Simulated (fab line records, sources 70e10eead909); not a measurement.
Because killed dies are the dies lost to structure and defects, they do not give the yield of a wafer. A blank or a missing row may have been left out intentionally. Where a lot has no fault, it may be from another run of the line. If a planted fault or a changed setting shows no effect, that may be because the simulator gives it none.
Matching of chambers ; flow nandHarc ; NHARC_A_CONTACT_DEP_85 on pecvd-04 has 3 sister chambers
The step deposits SiON, target thk 60 nm. 16 wafers are shown with their chamber, then 8 later ones without.

## EACH WAFER AND ITS CHAMBER
wafer;chamber;rfFwdPowerW (W);heaterPowerW (W)
L078.2;2;348.8;787
L078.3;0;349.5;690
L078.4;2;349.4;770
L082.2;1;348.3;705
L082.5;1;349.4;734
L082.6;0;351.9;756
L088.2;0;349.1;828
L088.3;1;349.5;860
L088.5;1;348.6;835
L089.2;1;349.4;727
L089.3;2;347.6;884
L089.4;2;347.4;837
L093.1;2;349.8;763
L093.4;1;349.9;768
L093.5;0;349.8;806
L092.3;2;347.1;785

SIGNATURES (averages over the wafers above)
reading;chamber 0;chamber 1;chamber 2;scatter within a chamber
rfFwdPowerW;350.075;349.183;348.350;0.998
heaterPowerW;770.00;771.50;804.33;56.8
Rule: for a wafer and a chamber, the distance is found by dividing, reading by reading, the gap between the wafer's reading and the chamber's mean by the reading's scatter, squaring, summing and taking the root. If the next closest chamber is less than 2 further off than the closest, the wafer can't be placed; otherwise it belongs to the closest. How the scatter is found: for the shown wafers, subtract from each reading the mean of its chamber, square and add these, divide the total by (wafers less chambers), then take the root.

## WAFERS MISSING THEIR CHAMBER
wafer;rfFwdPowerW (W);heaterPowerW (W)
L092.5;348.2;802
L092.6;350.1;788
L095.1;349.9;844
L095.2;348.1;840
L095.3;347.0;754
L096.1;347.3;861
L096.2;347.6;758
L096.6;347.9;775

## WHICH CHAMBER EACH WENT THROUGH
wafer;from the rows above;in truth
L092.5;can't be placed: 2 or 1 or 0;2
L092.6;can't be placed: 0 or 1 or 2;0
L095.1;can't be placed: 0 or 1 or 2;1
L095.2;can't be placed: 2 or 1 or 0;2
L095.3;can't be placed: 2 or 1 or 0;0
L096.1;can't be placed: 2 or 1 or 0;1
L096.2;can't be placed: 2 or 1 or 0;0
L096.6;can't be placed: 2 or 1 or 0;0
Correctly placed: 0 of 8. Can't be placed from these rows: 8 (the true chamber is among the candidates in 8). Wrongly placed: 0.
